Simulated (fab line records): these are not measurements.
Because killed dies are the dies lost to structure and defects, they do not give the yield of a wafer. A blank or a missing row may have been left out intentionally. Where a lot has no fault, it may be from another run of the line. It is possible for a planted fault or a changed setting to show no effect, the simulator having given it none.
fab line records    flow nand-harc    part 1 of 2: steps 1 to 4 of 6
record lots=23  wafers=69  last-day=24
route steps=1159 shown A_STAIRCASE@586
lots with no fault: from the same line, run without faults
start-h: the number of hours between the record's first day and the start of the first shown wafer of the lot    wait-h: time in hours since the lot's previous step    " identical to the entry in the row above    L1.1+2: a row that stands for several wafers    - value missing, or start not given    * or withheld: withheld    < > ~ a bound
route shown NAME@n: a module of which the file shows steps, and the number in the route of the first    usual: average and standard deviation across the fault-free wafers    same: alike in all rows    chamber/n: place in a boat    sites: the reading at each site    _std_site: standard deviation of those values    _edge_site: the outer-site mean with the inner-site mean subtracted    radius-mm: how far each site lies from the wafer's centre    mask NAME#n: copy n    behind: the last tool/chamber to shape the wafer    hold: why the lot was held/for how many hours/how that ended    device: the transistor (n, p or np) that didn't switch    end of line: the tests these same wafers got at the end of their route    a step without rows: its recipe alone    killed: dies lost to structure and defects at the first sort, not the wafer's yield    map: shows each die of a wafer: x if killed, . if not, _ if none is there
set.NAME: setting as actually run; set.NAME@STEP: the setting as run at that earlier step    model.NAME: the simulator's own value behind a step, which no gauge read
route steps across a sampled set of lots; one table per step, one row per wafer
services: from which hour (start-h, from the record's first day; less than 0 if before it) a tool's chamber was out of use, for how many hours, and why
## steps
# step NHARC_A_STAIRCASE_ETCH_192
# recipe target-depth-a=1000  time-s=40.5  ion-energy-ev=400  c4f8-flow-sccm=20  o2-flow-sccm=10  ar-flow-sccm=withheld  rf-w=600  bias-w=1000  chemistry=C4F8/O2
# usual oes-product-au=0.942/0.013  rf-vpp-V=894/4.6
lot.wafer  tool         chamber  start-h  wait-h  oes-product-au  rf-hours-counter-h  rf-vpp-V
L076.2     rie-diel-03  3        -        -       0.941           8                   892
L076.6     "            2        "        "       0.939           -                   899
L076.5     "            3        "        "       0.932           -                   891
L078.3     rie-diel-11  3        -        -       0.940           20                  894
L078.4     "            2        "        "       0.939           21                  893
L078.6     "            3        "        "       0.937           -                   894
L077.3     rie-diel-11  2        -        -       0.944           22                  892
L077.4     "            3        "        "       0.938           20                  892
L077.2     "            0        "        "       0.950           21                  889
L075.1     rie-diel-11  2        -        -       0.945           23                  891
L075.3     "            0        "        "       0.968           23                  890
L075.6     "            2        "        "       0.941           -                   890
L079.3     rie-diel-11  1        -        -       0.942           27                  901
L079.4     "            2        "        "       0.955           26                  893
L079.5     "            3        "        "       0.938           -                   894
L080.2     rie-diel-11  3        -        -       0.940           28                  894
L080.6     "            2        "        "       0.948           -                   892
L080.5     "            3        "        "       0.946           -                   893
L081.2     rie-diel-11  0        -        -       0.954           32                  891
L081.3     "            1        "        "       0.934           34                  899
L081.4     "            3        "        "       0.936           31                  892
L083.4     rie-diel-11  1        -        -       0.932           37                  900
L083.2     "            3        "        "       0.936           33                  894
L083.6     "            2        "        "       0.927           -                   891
L082.1     rie-diel-03  0        -        -       0.935           20                  896
L082.4     "            1        "        "       0.930           21                  890
L082.6     "            3        "        "       0.941           -                   892
L087.3     rie-diel-11  1        -        -       0.938           44                  899
L087.1     "            2        "        "       0.941           43                  891
L087.5     "            0        "        "       0.947           -                   890
L084.2     rie-diel-03  0        -        -       0.916           29                  897
L084.1     "            1        "        "       0.917           31                  891
L084.3     "            2        "        "       0.940           33                  900
L085.3     rie-diel-11  3        -        -       0.942           42                  893
L085.6     "            0        "        "       0.953           -                   889
L085.5     "            1        "        "       0.941           -                   899
L086.4     rie-diel-02  1        -        -       0.918           62                  887
L086.3     "            2        "        "       0.955           59                  887
L086.1     "            0        "        "       0.932           67                  900
L090.4     rie-diel-11  1        -        -       0.934           51                  898
L090.1     "            2        "        "       0.966           50                  893
L090.5     "            3        "        "       0.958           -                   893
L089.1     rie-diel-03  1        -        -       0.931           38                  891
L089.4     "            2        "        "       0.962           42                  900
L089.5     "            1        "        "       0.938           -                   892
L091.1     rie-diel-02  0        -        -       0.937           0                   900
L091.3     "            3        "        "       0.954           0                   902
L091.6     "            0        "        "       0.929           -                   900
L088.2     rie-diel-03  1        -        -       0.925           39                  892
L088.1     "            2        "        "       0.950           43                  899
L088.3     "            0        "        "       0.928           37                  896
L092.3     rie-diel-11  0        -        -       0.963           54                  890
L092.1     "            2        "        "       0.953           56                  891
L092.6     "            0        "        "       0.974           -                   891
L093.1     rie-diel-11  3        -        -       0.957           53                  892
L093.3     "            2        "        "       0.959           57                  892
L093.6     "            3        "        "       0.962           -                   893
L094.1     rie-diel-03  3        -        -       0.942           47                  890
L094.4     "            0        "        "       0.935           43                  897
L094.2     "            1        "        "       0.928           46                  890
L095.4     rie-diel-02  3        -        -       0.939           9                   901
L095.1     "            2        "        "       0.946           10                  905
L095.5     "            0        "        "       0.937           -                   900
L097.2     rie-diel-03  0        -        -       0.941           49                  897
L097.3     "            1        "        "       0.931           53                  891
L097.6     "            3        "        "       0.927           -                   891
L096.1     rie-diel-02  0        -        -       0.929           15                  901
L096.2     "            2        "        "       0.936           14                  907
L096.6     "            1        "        "       0.952           -                   887
# step NHARC_A_STAIRCASE_TRIM_200
# recipe time-s=211.2  o2-flow-sccm=500  ar-flow-sccm=0  bias-w=0  chemistry=O2
# usual drypump-motor-current-A=5.8/0.46  oes-product-au=0.996/0.012  rf-vpp-V=57.6/0.91  showerhead-plenum-p-Torr=3.49/0.14  throttle-valve-pct=17.036/0.0094
lot.wafer  tool         chamber  start-h  wait-h  drypump-motor-current-A  oes-product-au  rf-hours-counter-h  rf-vpp-V  showerhead-plenum-p-Torr  throttle-valve-pct
L076.2     rie-diel-02  2        -        -       6.5                      1.011           37                  57.5      3.27                      17.029
L076.5     "            1        "        "       5.4                      0.985           -                   57.0      3.31                      17.063
L076.6     "            2        "        "       6.5                      1.003           -                   57.1      3.28                      17.033
L078.4     rie-diel-02  0        -        -       5.4                      0.972           42                  57.6      3.67                      17.047
L078.3     "            3        "        "       6.7                      0.994           40                  57.6      3.71                      17.031
L078.6     "            1        "        "       5.4                      0.985           -                   58.1      3.30                      17.033
L077.3     rie-diel-03  0        -        -       5.7                      0.985           9                   56.5      3.57                      17.054
L077.4     "            1        "        "       5.3                      0.982           10                  57.1      3.41                      17.034
L077.2     "            2        "        "       5.8                      1.003           11                  58.3      3.64                      17.032
L075.3     rie-diel-11  3        -        -       6.0                      0.982           23                  57.5      3.47                      17.037
L075.1     "            2        "        "       6.4                      1.003           24                  57.4      3.42                      17.043
L075.6     "            3        "        "       6.0                      0.991           -                   56.9      3.47                      17.025
L079.3     rie-diel-11  0        -        -       6.0                      1.015           26                  58.3      3.37                      17.035
L079.4     "            1        "        "       5.7                      0.997           27                  58.7      3.63                      17.048
L079.5     "            2        "        "       6.4                      1.000           -                   57.8      3.42                      17.047
L080.2     rie-diel-11  3        -        -       6.0                      0.990           28                  58.5      3.46                      17.029
L080.5     "            3        "        "       6.0                      0.993           -                   57.1      3.46                      17.032
L080.6     "            0        "        "       6.0                      1.010           -                   57.3      3.36                      17.033
L081.4     rie-diel-11  1        -        -       5.7                      1.006           35                  58.5      3.63                      17.014
L081.2     "            3        "        "       6.0                      1.000           31                  57.5      3.46                      17.041
L081.3     "            0        "        "       6.1                      1.019           33                  57.4      3.36                      17.056
L083.2     rie-diel-11  2        -        -       6.4                      0.998           36                  57.4      3.41                      17.033
L083.4     "            3        "        "       6.0                      0.993           34                  57.3      3.46                      17.026
L083.6     "            1        "        "       5.6                      0.991           -                   56.3      3.62                      17.031
L082.1     rie-diel-03  1        -        -       5.3                      0.983           21                  57.3      3.40                      17.041
L082.6     "            3        "        "       5.2                      0.990           -                   57.1      3.40                      17.053
L082.4     "            2        "        "       5.8                      1.001           -                   58.3      3.64                      17.055
L087.3     rie-diel-03  1        -        -       5.3                      0.992           31                  56.5      3.40                      17.033
L087.1     "            2        "        "       5.8                      1.010           33                  58.6      3.63                      17.048
L087.5     "            2        "        "       5.8                      1.006           -                   58.3      3.63                      17.033
L084.2     rie-diel-02  3        -        -       6.7                      0.991           64                  57.0      3.70                      17.035
L084.1     "            1        "        "       5.4                      0.972           61                  56.9      3.29                      17.036
L084.3     "            2        "        "       6.5                      0.997           58                  58.4      3.26                      17.032
L085.3     rie-diel-11  2        -        -       6.4                      1.009           45                  59.0      3.41                      17.019
L085.5     "            1        "        "       5.7                      1.000           -                   58.8      3.62                      17.030
L085.6     "            2        "        "       6.4                      1.002           -                   56.8      3.41                      17.014
L086.1     rie-diel-03  1        328.19   -       5.3                      0.987           33                  57.1      3.39                      17.029
L086.4     "            2        "        "       5.8                      1.021           35                  55.7      3.63                      17.049
L086.3     "            0        "        "       5.7                      0.992           31                  58.2      3.55                      17.046
L090.4     rie-diel-11  3        -        -       6.0                      1.003           47                  59.7      3.45                      17.044
L090.1     "            0        "        "       6.1                      1.003           49                  56.7      3.35                      17.030
L090.5     "            2        "        "       6.4                      1.001           -                   58.5      3.40                      17.035
L089.4     rie-diel-03  0        -        -       5.7                      0.984           36                  59.2      3.55                      17.030
L089.1     "            1        "        "       5.3                      0.978           39                  57.5      3.39                      17.037
L089.5     "            0        "        "       5.7                      0.989           -                   57.2      3.55                      17.036
L091.1     rie-diel-03  0        -        -       5.8                      0.986           37                  58.6      3.55                      17.036
L091.3     "            2        "        "       5.7                      1.021           43                  57.4      3.63                      17.031
L091.6     "            0        "        "       5.7                      0.979           -                   55.9      3.55                      17.034
L088.1     rie-diel-02  2        -        -       6.5                      1.007           1                   57.7      3.81                      17.028
L088.3     "            3        "        "       6.7                      1.001           1                   58.5      3.70                      17.046
L088.2     "            0        "        "       5.4                      0.987           1                   57.8      3.65                      17.028
L092.1     rie-diel-11  1        -        -       5.7                      0.991           57                  58.2      3.61                      17.036
L092.3     "            3        "        "       6.0                      0.994           53                  57.7      3.45                      17.049
L092.6     "            2        "        "       6.4                      1.008           -                   58.4      3.40                      17.039
L093.3     rie-diel-02  0        -        -       5.4                      0.989           7                   57.1      3.65                      17.041
L093.1     "            1        "        "       5.4                      1.011           7                   57.2      3.29                      17.047
L093.6     "            0        "        "       5.4                      0.990           -                   57.8      3.65                      17.030
L094.2     rie-diel-03  2        -        -       5.8                      1.006           50                  58.3      3.62                      17.039
L094.1     "            0        "        "       5.8                      0.995           43                  57.5      3.55                      17.044
L094.4     "            1        "        "       5.3                      0.981           46                  56.3      3.39                      17.030
L095.4     rie-diel-02  0        -        -       5.4                      0.991           11                  58.2      3.65                      17.047
L095.1     "            3        "        "       6.7                      1.002           9                   58.7      3.69                      17.038
L095.5     "            1        "        "       5.4                      1.011           -                   56.4      3.29                      17.033
L097.3     rie-diel-03  3        -        -       5.2                      0.973           54                  58.3      3.38                      17.037
L097.2     "            1        "        "       5.2                      0.971           54                  56.4      3.38                      17.038
L097.6     "            3        "        "       5.2                      0.983           -                   57.1      3.38                      17.044
L096.1     rie-diel-11  1        -        -       5.7                      0.987           0                   56.7      3.61                      17.030
L096.2     "            2        "        "       6.4                      1.001           0                   59.0      3.40                      17.050
L096.6     "            2        "        "       6.4                      0.999           -                   58.0      3.40                      17.039
# step NHARC_A_STAIRCASE_TRIM_202
# recipe time-s=211.2  o2-flow-sccm=500  ar-flow-sccm=0  bias-w=0  chemistry=O2
# usual drypump-motor-current-A=5.8/0.46  oes-product-au=0.997/0.012  rf-vpp-V=57.7/0.92  showerhead-plenum-p-Torr=3.49/0.14  throttle-valve-pct=17.036/0.0095
lot.wafer  tool         chamber  start-h  wait-h  drypump-motor-current-A  oes-product-au  rf-hours-counter-h  rf-vpp-V  showerhead-plenum-p-Torr  throttle-valve-pct
L076.2     rie-diel-02  0        -        -       5.4                      0.989           41                  57.2      3.67                      17.023
L076.6     "            0        "        "       5.4                      0.985           -                   58.0      3.67                      17.035
L076.5     "            1        "        "       5.4                      0.993           -                   57.4      3.31                      17.041
L077.2     rie-diel-03  0        -        -       5.7                      0.976           9                   57.2      3.57                      17.051
L077.4     "            2        "        "       5.8                      1.013           11                  57.6      3.64                      17.046
L077.3     "            3        "        "       5.2                      0.997           10                  56.7      3.40                      17.030
L078.3     rie-diel-02  0        -        -       5.4                      0.985           42                  58.0      3.67                      17.023
L078.4     "            2        "        "       6.4                      1.009           -                   56.4      3.27                      17.033
L078.6     "            3        "        "       6.7                      0.999           -                   59.6      3.71                      17.041
L075.3     rie-diel-11  3        -        -       6.1                      1.003           23                  57.2      3.47                      17.033
L075.1     "            0        "        "       6.1                      1.007           24                  57.5      3.37                      17.030
L075.6     "            2        "        "       6.4                      1.006           -                   58.0      3.42                      17.052
L079.3     rie-diel-11  0        -        -       6.1                      1.018           26                  57.8      3.37                      17.018
L079.4     "            1        "        "       5.7                      0.993           27                  57.6      3.63                      17.023
L079.5     "            2        "        "       6.5                      1.010           -                   57.1      3.42                      17.035
L080.2     rie-diel-11  2        -        -       6.5                      1.008           29                  58.2      3.42                      17.023
L080.6     "            1        "        "       5.7                      0.996           -                   57.9      3.63                      17.030
L080.5     "            2        "        "       6.4                      1.003           -                   57.6      3.42                      17.026
L081.2     rie-diel-11  3        -        -       6.0                      0.991           31                  58.3      3.46                      17.021
L081.4     "            0        "        "       6.1                      1.008           33                  57.0      3.36                      17.043
L081.3     "            1        "        "       5.7                      1.006           35                  57.8      3.63                      17.024
L083.2     rie-diel-11  0        -        -       6.1                      1.000           35                  58.2      3.36                      17.014
L083.4     "            1        "        "       5.7                      0.993           37                  57.9      3.62                      17.033
L083.6     "            0        "        "       6.1                      1.005           -                   57.7      3.36                      17.033
L082.1     rie-diel-03  2        -        -       5.7                      1.003           25                  58.2      3.64                      17.052
L082.4     "            1        "        "       5.3                      0.973           -                   55.1      3.40                      17.036
L082.6     "            2        "        "       5.7                      1.008           -                   59.7      3.64                      17.050
L087.1     rie-diel-03  0        -        -       5.7                      0.978           29                  56.6      3.56                      17.036
L087.3     "            2        "        "       5.8                      1.006           34                  57.5      3.63                      17.046
L087.5     "            0        "        "       5.7                      0.983           -                   58.4      3.55                      17.011
L084.3     rie-diel-02  3        -        -       6.7                      0.996           64                  57.4      3.70                      17.036
L084.1     "            1        "        "       5.4                      0.988           61                  57.9      3.29                      17.042
L084.2     "            2        "        "       6.5                      1.014           58                  58.2      3.26                      17.045
L085.3     rie-diel-11  1        -        -       5.7                      0.990           46                  57.3      3.62                      17.041
L085.5     "            3        "        "       6.0                      0.995           -                   57.2      3.46                      17.042
L085.6     "            0        "        "       6.1                      0.992           -                   56.4      3.36                      17.034
L086.4     rie-diel-03  3        328.52   -       5.2                      0.987           35                  58.2      3.39                      17.034
L086.1     "            0        "        "       5.7                      0.987           31                  56.7      3.55                      17.042
L086.3     "            1        "        "       5.3                      0.983           33                  58.4      3.39                      17.048
L090.4     rie-diel-11  0        -        -       6.1                      1.009           49                  57.2      3.35                      17.027
L090.1     "            1        "        "       5.7                      0.994           52                  57.6      3.62                      17.034
L090.5     "            3        "        "       6.0                      1.021           -                   57.5      3.45                      17.046
L089.1     rie-diel-03  3        -        -       5.2                      1.007           41                  57.8      3.39                      17.038
L089.4     "            1        "        "       5.3                      0.982           39                  56.7      3.39                      17.043
L089.5     "            3        "        "       5.2                      0.996           -                   57.5      3.39                      17.023
L091.1     rie-diel-03  1        -        -       5.3                      0.983           39                  58.5      3.39                      17.021
L091.3     "            3        "        "       5.2                      0.999           42                  57.4      3.39                      17.040
L091.6     "            2        "        "       5.8                      1.026           -                   58.0      3.63                      17.023
L088.1     rie-diel-02  1        -        -       5.4                      1.004           1                   58.7      3.29                      17.023
L088.3     "            2        "        "       6.5                      1.013           1                   61.2      3.81                      17.035
L088.2     "            3        "        "       6.7                      1.011           1                   58.6      3.70                      17.036
L092.3     rie-diel-11  1        -        -       5.7                      0.992           58                  59.6      3.61                      17.040
L092.1     "            3        "        "       6.0                      1.010           53                  57.8      3.45                      17.043
L092.6     "            1        "        "       5.7                      0.999           -                   57.3      3.61                      17.041
L093.1     rie-diel-02  0        -        -       5.4                      0.986           7                   58.1      3.65                      17.039
L093.3     "            3        "        "       6.7                      1.006           6                   59.0      3.69                      17.033
L093.6     "            0        "        "       5.4                      0.993           -                   57.8      3.65                      17.034
L094.4     rie-diel-03  0        -        -       5.7                      1.004           44                  57.5      3.55                      17.043
L094.1     "            1        "        "       5.3                      0.975           48                  57.1      3.39                      17.047
L094.2     "            3        "        "       5.2                      0.989           49                  58.4      3.38                      17.041
L095.4     rie-diel-02  1        -        -       5.4                      1.003           12                  56.2      3.29                      17.030
L095.1     "            3        "        "       6.7                      0.992           9                   57.8      3.69                      17.030
L095.5     "            2        "        "       6.5                      1.007           -                   57.6      3.80                      17.051
L097.2     rie-diel-03  2        -        -       5.8                      1.010           57                  58.8      3.62                      17.044
L097.3     "            3        "        "       5.2                      0.969           55                  56.6      3.38                      17.037
L097.6     "            1        "        "       5.3                      0.976           -                   56.0      3.38                      17.047
L096.2     rie-diel-11  0        -        -       6.1                      1.007           0                   58.9      3.35                      17.032
L096.1     "            2        "        "       6.4                      1.008           0                   55.9      3.40                      17.035
L096.6     "            0        "        "       6.1                      1.002           -                   57.0      3.35                      17.040
# step NHARC_A_STAIRCASE_STRIP_205
# recipe power-w=1500  temp-c=250  chemistry=O2
# usual drypump-motor-current-A=5.7/0.58  heater-power-w=349/21
lot.wafer  tool             chamber  start-h  wait-h  drypump-motor-current-A  heater-power-w  rf-hours-counter-h
L076.2     plasma-asher-02  1        255.86   0.1     5.1                      361             21
L076.6     "                1        "        "       5.2                      350             -
L076.5     "                0        "        "       6.4                      359             -
L077.2     plasma-asher-01  0        258.35   0.1     5.2                      309             52
L077.4     "                0        "        "       5.2                      308             -
L077.3     "                1        "        "       6.2                      358             -
L078.3     plasma-asher-02  0        258.60   0.2     6.4                      351             -
L078.4     "                1        "        "       5.1                      355             -
L078.6     "                1        "        "       5.1                      354             -
L075.1     plasma-asher-01  1        262.45   0.8     6.2                      354             56
L075.3     "                0        "        "       5.2                      318             -
L075.6     "                0        "        "       5.2                      302             -
L079.3     plasma-asher-01  1        267.33   0.2     6.2                      351             -
L079.4     "                0        "        "       5.1                      317             -
L079.5     "                0        "        "       5.2                      310             -
L080.2     plasma-asher-01  1        274.48   0.1     6.2                      351             61
L080.5     "                0        "        "       5.2                      312             -
L080.6     "                1        "        "       6.2                      345             -
L081.2     plasma-asher-02  0        288.04   0.1     6.4                      367             33
L081.3     "                0        "        "       6.4                      360             -
L081.4     "                1        "        "       5.1                      361             -
L083.2     plasma-asher-02  0        298.12   0.1     6.4                      355             37
L083.4     "                1        "        "       5.2                      353             -
L083.6     "                1        "        "       5.1                      359             -
L082.1     plasma-asher-01  1        299.11   0.1     6.2                      369             4
L082.4     "                1        "        "       6.2                      373             -
L082.6     "                0        "        "       5.1                      323             -
L087.1     plasma-asher-02  0        325.25   1.5     6.4                      361             50
L087.3     "                0        "        "       6.3                      350             -
L087.5     "                1        "        "       5.1                      355             -
L084.1     plasma-asher-02  1        325.49   1.1     5.1                      352             50
L084.2     "                0        "        "       6.4                      358             50
L084.3     "                1        "        "       5.2                      360             -
L085.3     plasma-asher-02  1        328.50   0.2     5.1                      362             -
L085.5     "                0        "        "       6.4                      360             -
L085.6     "                1        "        "       5.1                      354             -
L086.1     plasma-asher-01  1        328.91   0.1     6.2                      364             7
L086.4     "                0        "        "       5.2                      318             -
L086.3     "                1        "        "       6.2                      370             -
L090.1     plasma-asher-01  0        338.03   0.1     5.2                      322             11
L090.4     "                0        "        "       5.2                      321             -
L090.5     "                1        "        "       6.2                      365             -
L089.1     plasma-asher-02  0        338.80   0.1     6.4                      355             56
L089.4     "                0        "        "       6.4                      370             -
L089.5     "                0        "        "       6.4                      353             -
L091.1     plasma-asher-01  1        340.61   0.1     6.2                      371             11
L091.3     "                0        "        "       5.2                      312             -
L091.6     "                0        "        "       5.2                      319             -
L088.1     plasma-asher-01  1        341.15   0.1     6.2                      366             11
L088.2     "                0        "        "       5.2                      318             11
L088.3     "                0        "        "       5.2                      309             -
L092.1     plasma-asher-02  1        352.82   0.1     5.1                      353             61
L092.3     "                0        "        "       6.4                      354             -
L092.6     "                1        "        "       5.1                      352             -
L093.1     plasma-asher-02  1        354.98   0.1     5.1                      358             62
L093.3     "                0        "        "       6.4                      359             -
L093.6     "                1        "        "       5.1                      359             -
L094.2     plasma-asher-02  0        358.17   0.1     6.4                      365             62
L094.1     "                1        "        "       5.2                      349             62
L094.4     "                0        "        "       6.4                      351             -
L095.1     plasma-asher-01  0        366.50   0.2     5.2                      322             23
L095.4     "                0        "        "       5.2                      320             -
L095.5     "                1        "        "       6.2                      380             -
L097.2     plasma-asher-02  1        373.69   0.2     5.1                      377             1
L097.3     "                1        "        "       5.2                      376             -
L097.6     "                0        "        "       6.4                      363             -
L096.1     plasma-asher-02  1        377.25   0.1     5.1                      367             2
L096.2     "                0        "        "       6.4                      367             2
L096.6     "                0        "        "       6.4                      360             -
